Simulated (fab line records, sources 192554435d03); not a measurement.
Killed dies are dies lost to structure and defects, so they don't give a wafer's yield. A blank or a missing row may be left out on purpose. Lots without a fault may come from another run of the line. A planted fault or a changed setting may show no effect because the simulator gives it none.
fab line records | flow n5_finfet | part 2 of 2: steps 5 to 6 of 6
record lots=23 wafers=69 last_day=18
route steps=1938 shown FIN_SAQP@146 DUMMY_GATE@231
lots that met no fault: from a run of the same line without faults
start_h: hours from the record's first day to the start of the lot's first wafer shown | wait_h: hours since the lot's step before | " the same as in the row above | L1.1+2: a row that stands for several wafers | - no value, or no start given | * or withheld: withheld | < > ~ a bound
route shown NAME@n: a module of which the file shows steps, and the number in the route of the first | usual: mean/standard deviation of fault-free wafers | same: alike in all rows | chamber/n: place in a boat | sites: the reading at each site | _std_site: their standard deviation | _edge_site: outer sites' mean less inner sites' | radius_mm: how far each site lies from the wafer's centre | mask NAME#n: copy n | behind: the tool/chamber that last shaped the wafer | hold: why the lot was held/for how many hours/how that ended | device: the transistor (n, p or np) that didn't switch | end of line: the same wafers' tests at the end of the route | a step without rows: its recipe alone | killed: dies lost to structure and defects at the first sort, not the wafer's yield | map: a wafer's dies, x killed, . not, _ none there
set.NAME: the setting as run; set.NAME@STEP: as run at that earlier step | model.NAME: the simulator's own value behind a step, which no gauge read
steps of the route over a sample of lots; a table a step, a row a wafer
services: from which hour (start_h, from the record's first day; less than 0 if before it) a tool's chamber was out of use, for how many hours, and why
## steps
# step N5_DUMMY_GATE_ETCH_23
# recipe chemistry=HBr/Cl2/O2 HBr_flow_sccm=150 Cl2_flow_sccm=80 O2_flow_sccm=12 bias_w=102 target_depth_a=410 time_s=22.3 target=poly-Si mask_material=SiO2 pressure_mtorr=10 icp_w=800
# usual drypump_motor_current_A=5.8/0.45 oes_product_au=0.992/0.016 throttle_valve_pct=37.3/0.36
# columns lot.wafer tool chamber start_h wait_h drypump_motor_current_A oes_product_au rf_hours_counter_h throttle_valve_pct
L074.1 rie_si-04 1 46.76 0.0 5.5 1.026 66 37.3
L074.3 " 2 " " 5.1 0.976 125 37.4
L074.5 " 3 " " 6.1 1.000 - 37.3
L075.3 rie_si-04 2 55.37 0.0 5.1 0.973 125 37.4
L075.4 " 1 " " 5.5 1.018 66 37.2
L075.6 " 2 " " 5.1 0.969 - 37.4
L076.1 rie_si-06 1 59.96 0.0 5.6 1.002 137 36.8
L076.3 " 2 " " 5.7 0.958 4 37.1
L076.6 " 3 " " 6.7 0.979 - 37.1
L077.1 rie_si-06 0 68.91 0.0 5.8 0.991 115 37.6
L077.3 " 3 " " 6.7 0.983 24 37.1
L077.5 " 1 " " 5.7 1.005 - 36.9
L078.2 rie_si-04 1 75.43 0.0 5.5 1.009 66 37.2
L078.4 " 2 " " 5.1 0.964 126 37.4
L078.5 " 3 " " 6.1 1.002 - 37.3
L079.3 rie_si-06 3 76.90 0.0 6.7 0.985 24 37.1
L079.4 " 1 " " 5.6 0.987 138 36.9
L079.6 " 0 " " 5.8 1.010 - 37.6
L080.1 rie_si-06 3 83.55 0.0 6.7 0.989 25 37.1
L080.2 " 2 " " 5.7 0.977 4 37.1
L080.6 " 2 " " 5.7 0.974 - 37.1
L081.2 rie_si-04 3 97.33 0.0 6.1 1.016 134 37.3
L081.4 " 2 " " 5.1 0.981 126 37.4
L081.5 " 0 " " 5.9 1.003 - 38.1
L082.2 rie_si-06 2 101.40 0.0 5.7 0.958 5 37.1
L082.4 " 0 " " 5.8 1.000 116 37.6
L082.6 " 2 " " 5.7 0.969 - 37.1
L083.2 rie_si-06 3 103.93 0.0 6.8 1.000 25 37.1
L083.4 " 0 " " 5.8 1.011 116 37.6
L083.5 " 1 " " 5.7 0.985 - 36.8
L084.1 rie_si-06 2 109.37 0.0 5.7 0.981 5 37.1
L084.3 " 3 " " 6.7 0.975 25 37.1
L084.4 " 0 " " 5.8 1.001 116 37.6
L085.3 rie_si-01 1 120.19 0.0 5.2 0.999 61 38.0
L085.5 " 2 " " 5.8 1.004 - 37.2
L085.6 " 3 " " 5.1 1.008 - 37.4
L086.1 rie_si-06 3 128.19 0.0 6.7 0.995 25 37.1
L086.2 " 0 " " 5.8 1.009 116 37.6
L086.5 " 1 " " 5.7 1.005 - 36.9
L087.2 rie_si-04 1 132.33 0.0 5.5 1.015 67 37.2
L087.4 " 2 " " 5.1 0.960 126 37.4
L087.6 " 3 " " 6.1 1.004 - 37.3
L088.2 rie_si-06 2 135.26 0.0 5.7 0.972 5 37.1
L088.3 " 1 " " 5.6 0.999 139 36.9
L088.5 " 1 " " 5.6 0.991 - 36.9
L090.1 rie_si-04 2 146.34 0.0 5.1 0.961 127 37.4
L090.5 " 3 " " 6.1 0.996 - 37.3
L090.6 " 2 " " 5.1 0.974 - 37.4
L091.2 rie_si-01 2 149.81 0.0 5.8 1.006 77 37.2
L091.4 " 3 " " 5.1 0.985 170 37.4
L091.6 " 2 " " 5.9 1.006 - 37.2
L092.2 rie_si-06 2 155.93 0.0 5.7 0.978 6 37.1
L092.5 " 1 " " 5.6 0.992 - 36.8
L092.6 " 2 " " 5.7 0.974 - 37.1
L093.3 rie_si-01 2 162.38 0.0 5.8 1.006 77 37.2
L093.4 " 1 " " 5.2 0.995 61 38.0
L093.5 " 1 " " 5.2 1.003 - 37.9
L094.4 rie_si-01 3 167.54 0.0 5.1 1.006 171 37.4
L094.5 " 0 " " 5.5 0.956 - 37.3
L094.6 " 1 " " 5.2 0.995 - 38.0
L095.1 rie_si-06 0 174.56 0.0 5.8 1.009 117 37.6
L095.5 " 0 " " 5.8 1.005 - 37.6
L095.6 " 3 " " 6.7 0.989 - 37.1
L096.1 rie_si-04 1 183.68 0.0 5.5 1.015 68 37.3
L096.2 " 2 " " 5.1 0.969 127 37.4
L096.3 " 3 " " 6.1 1.017 135 37.3
L097.1 rie_si-06 1 188.21 0.0 5.6 0.997 140 36.9
L097.4 " 3 " " 6.8 0.977 26 37.1
L097.5 " 2 " " 5.7 0.968 - 37.1
# step N5_DUMMY_GATE_ETCH_42
# recipe chemistry=CHF3/O2 target=SiO2 target_depth_a=35 time_s=31 ion_energy_ev=30 bias_w=12 pressure_mtorr=30 source_w=600 Ar_flow_sccm=200 CHF3_flow_sccm=50 O2_flow_sccm=5
# usual drypump_motor_current_A=5.6/0.46 oes_f_703_au=0.75/0.075 oes_product_au=0.75/0.069 rf_vpp_V=42.3/1.1 showerhead_plenum_p_Torr=2.39/0.067 throttle_valve_pct=18.9/0.33
# columns lot.wafer tool chamber start_h wait_h drypump_motor_current_A oes_f_703_au oes_product_au rf_hours_counter_h rf_vpp_V showerhead_plenum_p_Torr throttle_valve_pct
L074.1 rie_diel-06 2 46.98 0.0 4.8 0.67 0.69 219 39.8 2.50 19.0
L074.3 " 3 " " 5.3 0.81 0.79 121 41.0 2.33 19.1
L074.5 " 1 " " 5.1 0.65 0.68 - 41.7 2.29 19.0
L075.3 rie_diel-04 0 55.68 0.1 5.6 0.74 0.71 215 41.9 2.37 19.1
L075.4 " 3 " " 5.3 0.75 0.74 172 42.6 2.52 18.7
L075.6 " 3 " " 5.3 0.74 0.74 - 44.5 2.52 18.7
L076.1 rie_diel-06 1 60.18 0.0 5.1 0.65 0.68 226 41.7 2.29 19.0
L076.3 " 3 " " 5.3 0.81 0.78 125 41.8 2.33 19.0
L076.6 " 1 " " 5.1 0.65 0.67 - 40.8 2.29 19.0
L077.1 rie_diel-06 1 69.14 0.0 5.1 0.66 0.68 229 42.5 2.29 19.0
L077.3 " 3 " " 5.2 0.80 0.78 128 40.2 2.33 19.0
L077.5 " 3 " " 5.3 0.81 0.78 - 41.6 2.33 19.0
L078.2 rie_diel-02 2 75.65 0.0 5.8 0.67 0.69 196 42.4 2.38 18.5
L078.4 " 3 " " 5.1 0.78 0.81 106 44.0 2.35 19.3
L078.5 " 1 " " 5.9 0.91 0.90 - 41.8 2.35 18.4
L079.3 rie_diel-06 3 77.11 0.0 5.3 0.80 0.78 130 42.5 2.32 19.1
L079.4 " 0 " " 5.3 0.88 0.91 23 41.9 2.36 18.9
L079.6 " 1 " " 5.2 0.65 0.68 - 42.7 2.28 19.0
L080.1 rie_diel-02 0 83.76 0.0 6.0 0.76 0.77 148 42.1 2.42 19.2
L080.2 " 1 " " 5.9 0.91 0.88 42 42.5 2.35 18.4
L080.6 " 3 " " 5.1 0.78 0.80 - 44.2 2.35 19.3
L081.2 rie_diel-02 1 97.56 0.0 5.9 0.90 0.88 45 41.6 2.34 18.4
L081.4 " 3 " " 5.1 0.78 0.80 111 42.8 2.35 19.3
L081.5 " 0 " " 6.0 0.76 0.77 - 41.8 2.42 19.2
L082.2 rie_diel-02 3 101.61 0.0 5.0 0.78 0.80 111 41.8 2.35 19.3
L082.4 " 1 " " 5.9 0.91 0.87 46 39.8 2.34 18.4
L082.6 " 2 " " 5.8 0.65 0.68 - 41.7 2.38 18.5
L083.2 rie_diel-04 2 104.15 0.0 6.1 0.70 0.70 201 41.2 2.50 19.2
L083.4 " 1 " " 6.5 0.80 0.80 87 43.9 2.41 18.3
L083.5 " 3 " " 5.3 0.73 0.72 - 43.4 2.51 18.7
L084.1 rie_diel-04 1 109.58 0.0 6.5 0.79 0.81 87 43.0 2.41 18.3
L084.3 " 3 " " 5.3 0.73 0.72 187 44.3 2.51 18.7
L084.4 " 3 " " 5.3 0.73 0.73 - 41.9 2.51 18.7
L085.3 rie_diel-04 0 120.41 0.0 5.6 0.73 0.70 233 42.4 2.37 19.2
L085.5 " 3 " " 5.3 0.73 0.72 - 42.2 2.51 18.7
L085.6 " 0 " " 5.6 0.73 0.70 - 41.6 2.37 19.2
L086.1 rie_diel-06 0 128.42 0.0 5.3 0.86 0.86 39 42.0 2.35 18.9
L086.2 " 1 " " 5.1 0.64 0.66 245 41.6 2.28 19.0
L086.5 " 0 " " 5.3 0.87 0.87 - 43.4 2.35 18.9
L087.2 rie_diel-04 3 132.54 0.0 5.3 0.73 0.72 194 43.0 2.51 18.7
L087.4 " 1 " " 6.5 0.79 0.79 94 45.1 2.40 18.4
L087.6 " 3 " " 5.3 0.73 0.72 - 41.8 2.51 18.7
L088.2 rie_diel-04 0 135.56 0.1 5.6 0.72 0.69 237 42.9 2.36 19.2
L088.3 " 3 " " 5.3 0.73 0.72 195 43.4 2.51 18.8
L088.5 " 1 " " 6.5 0.79 0.79 - 43.7 2.40 18.3
L090.1 rie_diel-02 2 146.55 0.0 5.7 0.64 0.66 216 42.2 2.38 18.6
L090.5 " 2 " " 5.7 0.65 0.68 - 42.0 2.38 18.5
L090.6 " 1 " " 5.9 0.88 0.86 - 41.2 2.34 18.4
L091.2 rie_diel-02 0 150.03 0.0 6.0 0.75 0.76 165 43.1 2.41 19.2
L091.4 " 3 " " 5.1 0.77 0.78 125 43.3 2.35 19.4
L091.6 " 0 " " 6.0 0.75 0.76 - 43.3 2.41 19.2
L092.2 rie_diel-06 0 156.15 0.0 5.3 0.84 0.85 50 42.1 2.35 18.9
L092.5 " 2 " " 4.8 0.66 0.67 - 40.8 2.49 19.0
L092.6 " 3 " " 5.3 0.78 0.75 - 42.5 2.32 19.1
L093.3 rie_diel-02 1 162.60 0.0 5.9 0.88 0.84 63 40.7 2.34 18.4
L093.4 " 0 " " 5.9 0.75 0.76 169 42.3 2.41 19.2
L093.5 " 3 " " 5.1 0.76 0.78 - 41.8 2.35 19.4
L094.4 rie_diel-04 3 167.77 0.1 5.3 0.72 0.71 204 43.2 2.51 18.8
L094.5 " 0 " " 5.5 0.72 0.70 - 41.2 2.36 19.2
L094.6 " 3 " " 5.3 0.72 0.71 - 43.2 2.51 18.8
L095.1 rie_diel-02 0 175.05 0.3 6.0 0.74 0.75 174 41.0 2.41 19.2
L095.5 " 2 " " 5.8 0.65 0.66 - 42.7 2.37 18.5
L095.6 " 3 " " 5.1 0.75 0.78 - 42.7 2.34 19.4
L096.1 rie_diel-02 2 183.90 0.0 5.7 0.65 0.66 228 42.4 2.37 18.6
L096.2 " 3 " " 5.0 0.76 0.77 135 41.5 2.34 19.4
L096.3 " 0 " " 6.0 0.75 0.76 176 42.4 2.41 19.2
L097.1 rie_diel-04 3 188.59 0.2 5.3 0.72 0.71 210 43.1 2.50 18.8
L097.4 " 2 " " 6.1 0.69 0.68 - 40.6 2.49 19.3
L097.5 " 3 " " 5.3 0.71 0.71 - 42.7 2.50 18.8
## services
# columns tool chamber start_h hours kind
rie_si-04 1 17.06 1.2 repair
rie_si-02 - 17.58 0.6 repair
rie_diel-04 3 21.75 5.6 repair
rie_diel-02 - 27.88 28.1 pm
rie_si-06 - 30.86 3.4 repair
rie_si-06 - 48.18 0.7 repair
rie_si-04 - 52.54 0.4 repair
rie_diel-02 3 87.44 2.6 repair
rie_si-04 - 98.68 2.8 pm
rie_diel-04 2 109.23 1.6 repair
rie_diel-06 2 112.41 19.7 repair
rie_si-04 2 120.20 5.0 repair
rie_diel-04 0 138.95 5.4 repair
rie_si-03 0 145.19 2.3 repair
rie_si-06 3 152.88 15.1 repair
rie_si-05 2 163.94 6.1 repair
rie_si-02 1 168.57 6.2 repair
rie_si-03 2 169.40 26.8 repair
rie_diel-02 1 177.11 5.9 repair
rie_si-03 0 181.78 2.5 repair
rie_diel-06 1 184.00 81.3 repair
rie_diel-04 0 186.86 - clean
rie_diel-04 0 186.86 - consumable_replace:focus_ring
rie_si-05 - 187.09 2.8 pm
